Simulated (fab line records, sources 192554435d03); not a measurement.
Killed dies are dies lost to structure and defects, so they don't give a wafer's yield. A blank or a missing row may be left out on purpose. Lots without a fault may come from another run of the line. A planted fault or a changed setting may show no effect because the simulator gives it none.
Chamber matching | flow n5_finfet | N5_MOL_CONTACT_COAG_CONTACT_ETCH_14 on rie_diel-05: 4 sister chambers
The step etches SiO2 in C4F6/O2, target depth 27.5 nm, overetch 8.5 nm, time 20 s. 7 wafers are shown with their chamber, then 10 later ones without.

WAFERS WITH THEIR CHAMBER
wafer  | chamber | throttle_valve_pct (%) | showerhead_plenum_p_Torr (Torr)
L079.3 | 1       | 20.82                  | 2.85
L087.1 | 3       | 21.19                  | 2.73
L087.5 | 2       | 21.56                  | 3.00
L090.4 | 3       | 21.21                  | 2.73
L090.6 | 0       | 21.63                  | 2.96
L091.1 | 2       | 21.59                  | 2.99
L091.5 | 0       | 21.65                  | 2.96

WAFERS WITHOUT THEIR CHAMBER
wafer  | throttle_valve_pct (%) | showerhead_plenum_p_Torr (Torr)
L091.6 | 21.22                  | 2.73
L092.4 | 21.57                  | 2.99
L092.5 | 21.62                  | 2.96
L092.6 | 21.20                  | 2.73
L095.1 | 21.22                  | 2.73
L095.4 | 20.86                  | 2.84
L095.5 | 21.59                  | 2.99
L097.4 | 21.33                  | 2.96
L097.5 | 21.60                  | 2.98
L097.6 | 20.86                  | 2.83

WHICH CHAMBER EACH WENT THROUGH
wafer  | from the rows above     | in truth
L091.6 | 3                       | 3
L092.4 | 2                       | 2
L092.5 | 0                       | 0
L092.6 | 3                       | 3
L095.1 | 3                       | 3
L095.4 | 1                       | 1
L095.5 | 2                       | 2
L097.4 | can't be placed: 2 or 0 | 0
L097.5 | can't be placed: 2 or 0 | 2
L097.6 | 1                       | 1
Placed correctly: 8 of 10. Can't be placed from these rows: 2 (the true chamber is among the candidates in 2). Placed wrongly: 0.
How it was worked out, from the rows above alone: a wafer's distance from a chamber is the root of the sum, over the readings, of the square of ((its reading less the chamber's mean) divided by the reading's scatter). The wafer belongs to the nearest chamber; if the next one is less than 2 further off, it can't be placed. A chamber's mean is the mean of its shown wafers. The scatter: the root of (the sum of the squares of (reading less its chamber's mean) over the shown wafers, divided by (wafers less chambers)).
